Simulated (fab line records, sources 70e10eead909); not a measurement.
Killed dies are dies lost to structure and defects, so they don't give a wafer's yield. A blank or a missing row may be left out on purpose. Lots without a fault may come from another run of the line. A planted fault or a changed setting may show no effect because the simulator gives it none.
Which tool did it? | flow nand_harc | 7 lots, 21 wafers sampled, at 3 steps of a route of 1159

WHAT THE GAUGES READ, wafer by wafer
NHARC_A_BONDPAD_THK_MEAS_20: measures by xrf.
lot  | measured     | on            | thk_nm (nm)
L272 | day 18 13:05 | film_metro-02 | 172.5 171.7 170.2
L276 | day 19 18:38 | film_metro-02 | 173.2 170.7 171.2
L280 | day 20 11:38 | film_metro-02 | 168.8 169.8 169.7
L281 | day 20 16:34 | film_metro-02 | 169.9 170.1 168.8
L282 | day 20 19:40 | film_metro-01 | 169.3 168.1 172.1
L284 | day 21 07:02 | film_metro-02 | 172.0 170.5 170.2
L293 | day 23 06:32 | film_metro-02 | 166.6 170.8 170.9

WHICH TOOL RAN EACH LOT (tool, then ch and the chambers of the sampled wafers, then the start)
lot  | NHARC_A_ONON_D1_DEP_12           | NHARC_A_BONDPAD_PVD_27
L272 | pecvd_onon-04 ch 0, day 8 02:00  | pvd_sputter-03, day 18 13:05 or earlier
L276 | pecvd_onon-03 ch 0, day 9 07:01  | pvd_sputter-03, day 19 18:38 or earlier
L280 | pecvd_onon-01 ch 0, day 10 01:48 | pvd_sputter-01, day 20 11:38 or earlier
L281 | pecvd_onon-03 ch 0, day 10 11:20 | pvd_sputter-01, day 20 16:34 or earlier
L282 | pecvd_onon-04 ch 0, day 10 20:14 | pvd_sputter-01, day 20 19:40 or earlier
L284 | pecvd_onon-01 ch 0, day 11 10:04 | pvd_sputter-03, day 21 07:02 or earlier
L293 | pecvd_onon-03 ch 0, day 12 22:56 | pvd_sputter-02, day 23 06:32 or earlier
- NHARC_A_ONON_D1_DEP_12: target thk 1000 nm.
- NHARC_A_BONDPAD_PVD_27: deposits Cu, target thk 30 nm, time 20.49 s.

THE ANSWER, worked out from the rows above alone
Rule: what is usual is taken from the lots themselves. Put in order of their means at a reading, lots are off if they are a third of the lots or fewer, leave a main group of 4 or more, and stand apart from it by a gap of 3 or more times the standard deviation of the main group's means; of several such gaps the widest counts. A main group whose means are all the same, to the digits that the tables above print for the reading, isn't used. A lot without any number at a reading at which 4 lots or more have one is off too. The other lots that the step has rows for count as sound.
No lot is off at any reading shown: from this, nothing can be told.

WHAT THE SIMULATOR HAD PUT IN
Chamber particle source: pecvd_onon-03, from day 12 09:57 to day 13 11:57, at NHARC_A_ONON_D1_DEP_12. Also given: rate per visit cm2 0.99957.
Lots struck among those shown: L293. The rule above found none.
